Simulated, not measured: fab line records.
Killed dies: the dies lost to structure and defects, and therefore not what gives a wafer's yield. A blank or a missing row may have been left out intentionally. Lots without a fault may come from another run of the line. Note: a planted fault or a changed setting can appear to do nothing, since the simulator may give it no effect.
Which tool was responsible? :: flow n5 finfet :: 36 wafers from 12 lots sampled at 4 of the route's 1938 steps

WHAT THE GAUGES READ, wafer by wafer
N5_MOL_CONTACT_COAG_INSPECT_97: inspects for defects (darkfield). Usual: raw defect count at 47, with a standard deviation of 21.
lot: L715
measured: day 5 08:56
on: defect inspect-01
raw defect count: 34 26 24
flag: 

lot: L716
measured: day 5 16:08
on: defect inspect-01
raw defect count: 45 50 52
flag: 

lot: L718
measured: day 6 05:08
on: defect inspect-02
raw defect count: 36 20 26
flag: 

lot: L719
measured: day 6 11:06
on: defect inspect-02
raw defect count: 36 69 57
flag: 

lot: L721
measured: day 6 23:44
on: defect inspect-01
raw defect count: 28 46 36
flag: 

lot: L722
measured: day 7 09:52
on: defect inspect-01
raw defect count: 44 33 37
flag: 

lot: L724
measured: day 7 15:50
on: defect inspect-01
raw defect count: 39 54 29
flag: 

lot: L731
measured: day 9 12:14
on: defect inspect-01
raw defect count: 51 61 72
flag: 

lot: L732
measured: day 9 15:10
on: defect inspect-01
raw defect count: 34 56 42
flag: 

lot: L733
measured: day 10 00:32
on: defect inspect-01
raw defect count: 33 28 54
flag: 

lot: L737
measured: day 11 02:05
on: defect inspect-01
raw defect count: 41 30 59
flag: 

lot: L738
measured: day 11 05:05
on: defect inspect-01
raw defect count: 23 43 42
flag: 

TOOL THAT RAN EACH LOT (tool first, then ch and the chambers of the sampled wafers, then the start)
lot: L715
N5_MOL_CONTACT_COAG_DESCUM_45: rie diel-05 ch 0,1,3, day 5 04:04
N5_MOL_CONTACT_COAG_CVD_140: cvd w-01 ch 0,1, day 5 05:06
N5_MOL_CONTACT_COAG_CMP_52: cmp-01 ch 0,2,3, day 5 05:34

lot: L716
N5_MOL_CONTACT_COAG_DESCUM_45: rie diel-05 ch 0,1,3, day 5 08:38
N5_MOL_CONTACT_COAG_CVD_140: cvd w-01 ch 0,1, day 5 09:35
N5_MOL_CONTACT_COAG_CMP_52: cmp-02 ch 0,2,3, day 5 12:47

lot: L718
N5_MOL_CONTACT_COAG_DESCUM_45: rie diel-04 ch 0,1,3, day 5 23:18
N5_MOL_CONTACT_COAG_CVD_140: cvd w-01 ch 0,1, day 6 00:16
N5_MOL_CONTACT_COAG_CMP_52: cmp-02 ch 0,1,2, day 6 00:38

lot: L719
N5_MOL_CONTACT_COAG_DESCUM_45: rie diel-03 ch 1,3, day 6 06:28
N5_MOL_CONTACT_COAG_CVD_140: cvd w-01 ch 0,1, day 6 07:25
N5_MOL_CONTACT_COAG_CMP_52: cmp-01 ch 0,1, day 6 07:44

lot: L721
N5_MOL_CONTACT_COAG_DESCUM_45: rie diel-05 ch 0,1,3, day 6 18:46
N5_MOL_CONTACT_COAG_CVD_140: cvd w-02 ch 0,1, day 6 20:06
N5_MOL_CONTACT_COAG_CMP_52: cmp-01 ch 1,2,3, day 6 20:25

lot: L722
N5_MOL_CONTACT_COAG_DESCUM_45: rie diel-03 ch 1,2, day 7 05:12
N5_MOL_CONTACT_COAG_CVD_140: cvd w-02 ch 0,1, day 7 06:14
N5_MOL_CONTACT_COAG_CMP_52: cmp-02 ch 0,1,3, day 7 06:28

lot: L724
N5_MOL_CONTACT_COAG_DESCUM_45: rie diel-05 ch 0,1, day 7 10:02
N5_MOL_CONTACT_COAG_CVD_140: cvd w-02 ch 1, day 7 10:59
N5_MOL_CONTACT_COAG_CMP_52: cmp-01 ch 0,1,3, day 7 11:20

lot: L731
N5_MOL_CONTACT_COAG_DESCUM_45: rie diel-04 ch 1,2,3, day 9 05:19
N5_MOL_CONTACT_COAG_CVD_140: cvd w-02 ch 0,1, day 9 06:29
N5_MOL_CONTACT_COAG_CMP_52: cmp-01 ch 0,1,3, day 9 06:50

lot: L732
N5_MOL_CONTACT_COAG_DESCUM_45: rie diel-03 ch 0,1,2, day 9 08:13
N5_MOL_CONTACT_COAG_CVD_140: cvd w-02 ch 0,1, day 9 09:16
N5_MOL_CONTACT_COAG_CMP_52: cmp-01 ch 1,3, day 9 09:37

lot: L733
N5_MOL_CONTACT_COAG_DESCUM_45: rie diel-05 ch 0,3, day 9 19:50
N5_MOL_CONTACT_COAG_CVD_140: cvd w-01 ch 0, day 9 20:50
N5_MOL_CONTACT_COAG_CMP_52: cmp-02 ch 1,2,3, day 9 21:12

lot: L737
N5_MOL_CONTACT_COAG_DESCUM_45: rie diel-04 ch 0,2, day 10 18:25
N5_MOL_CONTACT_COAG_CVD_140: cvd w-02 ch 0,1, day 10 19:23
N5_MOL_CONTACT_COAG_CMP_52: cmp-02 ch 1,3, day 10 19:52

lot: L738
N5_MOL_CONTACT_COAG_DESCUM_45: rie diel-04 ch 0,2,3, day 11 00:07
N5_MOL_CONTACT_COAG_CVD_140: cvd w-02 ch 0,1, day 11 01:05
N5_MOL_CONTACT_COAG_CMP_52: cmp-02 ch 0,1,2, day 11 01:25
- N5_MOL_CONTACT_COAG_DESCUM_45: chemistry O2, time 7 s.
- N5_MOL_CONTACT_COAG_CVD_140: deposits W, target thk 66.5 nm, time 215 s.
- N5_MOL_CONTACT_COAG_CMP_52: polishes, stops on SiO2, t overpolish 1.5 s, target thk 66.5 nm.

AS READ BY THE TOOLS THEMSELVES (means over the sampled wafers that have a number; for cases with no such wafer, the mark the record gives instead)
N5_MOL_CONTACT_COAG_DESCUM_45. Usual: drypump motor current A 5.9 A, standard deviation 0.46; oes product au 0.75 a.u., standard deviation 0.081; rf vpp V 243.0 V, standard deviation 1.3; showerhead plenum p Torr 2.08 Torr, standard deviation 0.066; throttle valve pct 20.34 %, standard deviation 0.23.
lot: L715
tool: rie diel-05
drypump motor current A (A): 5.7
oes product au (a.u.): 0.72
rf vpp V (V): 243.1
showerhead plenum p Torr (Torr): 2.07
throttle valve pct (%): 20.16
flag: 

lot: L716
tool: rie diel-05
drypump motor current A (A): 5.7
oes product au (a.u.): 0.71
rf vpp V (V): 242.8
showerhead plenum p Torr (Torr): 2.07
throttle valve pct (%): 20.17
flag: 

lot: L718
tool: rie diel-04
drypump motor current A (A): 6.2
oes product au (a.u.): 0.75
rf vpp V (V): 242.9
showerhead plenum p Torr (Torr): 2.12
throttle valve pct (%): 20.20
flag: 

lot: L719
tool: rie diel-03
drypump motor current A (A): 5.9
oes product au (a.u.): 0.92
rf vpp V (V): 243.7
showerhead plenum p Torr (Torr): 2.05
throttle valve pct (%): 20.23
flag: 

lot: L721
tool: rie diel-05
drypump motor current A (A): 5.7
oes product au (a.u.): 0.70
rf vpp V (V): 242.1
showerhead plenum p Torr (Torr): 2.07
throttle valve pct (%): 20.19
flag: 

lot: L722
tool: rie diel-03
drypump motor current A (A): 6.2
oes product au (a.u.): 0.78
rf vpp V (V): 243.6
showerhead plenum p Torr (Torr): 2.12
throttle valve pct (%): 20.61
flag: 

lot: L724
tool: rie diel-05
drypump motor current A (A): 5.3
oes product au (a.u.): 0.71
rf vpp V (V): 243.6
showerhead plenum p Torr (Torr): 2.04
throttle valve pct (%): 20.21
flag: 

lot: L731
tool: rie diel-04
drypump motor current A (A): 6.2
oes product au (a.u.): 0.72
rf vpp V (V): 242.3
showerhead plenum p Torr (Torr): 2.07
throttle valve pct (%): 20.36
flag: 

lot: L732
tool: rie diel-03
drypump motor current A (A): 6.0
oes product au (a.u.): 0.76
rf vpp V (V): 242.9
showerhead plenum p Torr (Torr): 2.09
throttle valve pct (%): 20.51
flag: 

lot: L733
tool: rie diel-05
drypump motor current A (A): 6.1
oes product au (a.u.): 0.69
rf vpp V (V): 242.7
showerhead plenum p Torr (Torr): 2.08
throttle valve pct (%): 20.19
flag: 

lot: L737
tool: rie diel-04
drypump motor current A (A): 6.5
oes product au (a.u.): 0.69
rf vpp V (V): 244.4
showerhead plenum p Torr (Torr): 2.13
throttle valve pct (%): 20.40
flag: 

lot: L738
tool: rie diel-04
drypump motor current A (A): 6.3
oes product au (a.u.): 0.71
rf vpp V (V): 242.6
showerhead plenum p Torr (Torr): 2.07
throttle valve pct (%): 20.37
flag: 

N5_MOL_CONTACT_COAG_CVD_140. Usual: heater power w at 478 W, with a standard deviation of 19.
lot: L715
tool: cvd w-01
heater power w (W): 464
flag: 

lot: L716
tool: cvd w-01
heater power w (W): 478
flag: 

lot: L718
tool: cvd w-01
heater power w (W): 462
flag: 

lot: L719
tool: cvd w-01
heater power w (W): 471
flag: 

lot: L721
tool: cvd w-02
heater power w (W): 497
flag: 

lot: L722
tool: cvd w-02
heater power w (W): 496
flag: 

lot: L724
tool: cvd w-02
heater power w (W): 471
flag: 

lot: L731
tool: cvd w-02
heater power w (W): 496
flag: 

lot: L732
tool: cvd w-02
heater power w (W): 498
flag: 

lot: L733
tool: cvd w-01
heater power w (W): 457
flag: 

lot: L737
tool: cvd w-02
heater power w (W): 503
flag: 

lot: L738
tool: cvd w-02
heater power w (W): 487
flag: 

N5_MOL_CONTACT_COAG_CMP_52. Usual: head pressure psi 4.000 psi, standard deviation 0.0092; motor current A 12.2 A, standard deviation 1.2; overpolish run s 1.500 s, standard deviation 0.0085; platen rpm 50.29 rpm, standard deviation 0.034; time to endpoint s 13.8 s, standard deviation 2.2.
lot: L715
tool: cmp-01
head pressure psi (psi): 4.012
motor current A (A): 11.3
overpolish run s (s): 1.496
platen rpm (rpm): 50.31
time to endpoint s (s): 14.1
flag: 

lot: L716
tool: cmp-02
head pressure psi (psi): 4.003
motor current A (A): 13.6
overpolish run s (s): 1.501
platen rpm (rpm): 50.29
time to endpoint s (s): 12.2
flag: 

lot: L718
tool: cmp-02
head pressure psi (psi): 3.999
motor current A (A): 13.3
overpolish run s (s): 1.506
platen rpm (rpm): 50.34
time to endpoint s (s): 11.9
flag: 

lot: L719
tool: cmp-01
head pressure psi (psi): 3.996
motor current A (A): 10.9
overpolish run s (s): 1.491
platen rpm (rpm): 50.25
time to endpoint s (s): 13.3
flag: 

lot: L721
tool: cmp-01
head pressure psi (psi): 4.001
motor current A (A): 11.3
overpolish run s (s): 1.504
platen rpm (rpm): 50.27
time to endpoint s (s): 13.8
flag: 

lot: L722
tool: cmp-02
head pressure psi (psi): 4.003
motor current A (A): 12.8
overpolish run s (s): 1.500
platen rpm (rpm): 50.31
time to endpoint s (s): 16.2
flag: 

lot: L724
tool: cmp-01
head pressure psi (psi): 4.000
motor current A (A): 11.2
overpolish run s (s): 1.506
platen rpm (rpm): 50.28
time to endpoint s (s): 15.5
flag: 

lot: L731
tool: cmp-01
head pressure psi (psi): 4.005
motor current A (A): 11.6
overpolish run s (s): 1.500
platen rpm (rpm): 48.28
time to endpoint s (s): 14.7
flag: OFF

lot: L732
tool: cmp-01
head pressure psi (psi): 3.998
motor current A (A): 11.4
overpolish run s (s): 1.498
platen rpm (rpm): 48.29
time to endpoint s (s): 12.1
flag: OFF

lot: L733
tool: cmp-02
head pressure psi (psi): 4.003
motor current A (A): 12.7
overpolish run s (s): 1.507
platen rpm (rpm): 50.28
time to endpoint s (s): 14.4
flag: 

lot: L737
tool: cmp-02
head pressure psi (psi): 4.008
motor current A (A): 12.2
overpolish run s (s): 1.499
platen rpm (rpm): 50.33
time to endpoint s (s): 15.0
flag: 

lot: L738
tool: cmp-02
head pressure psi (psi): 4.003
motor current A (A): 13.4
overpolish run s (s): 1.494
platen rpm (rpm): 50.30
time to endpoint s (s): 16.0
flag: 

THE ANSWER, worked out from the rows above alone
Rule: take the mean of a lot's wafers that have a number; if it is more than 3 standard deviations from the usual mean, the lot is off. Also off: a lot with no number at a reading for which 4 or more lots have one. Any other lot the step has rows for is counted as sound. First the gauges in route order, then the tools' own readings, where a lot's mean is used as printed above. The first step at which some lot is off is used, and at that step the reading that is off furthest; a lot without a number counts as furthest.
Off: L731, L732, at N5_MOL_CONTACT_COAG_CMP_52 (platen rpm).
A tool fits if, at that step or a process step before it, it ran every lot that is off, and no sound lot after the first of them. One fits: N5_MOL_CONTACT_COAG_CMP_52 on cmp-01. A fault onset in the window from L724 (day 7 11:20, its last sound lot) to L731 (day 9 06:50, its first lot off) fits.
The tool's own readings at N5_MOL_CONTACT_COAG_CMP_52 bear it out: on the lots that are off they differ by more than 5 times the standard deviation of the sound lots' means. platen rpm reads 48.28 rpm there against 50.30 rpm on the sound lots.

WHAT THE SIMULATOR HAD PUT IN
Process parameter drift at N5_MOL_CONTACT_COAG_CMP_52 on cmp-01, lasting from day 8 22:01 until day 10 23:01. Setting platen rpm shifted by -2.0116 from 50.289. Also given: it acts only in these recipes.
Shown lots that were struck: L731, L732. The same result came from the rule above.
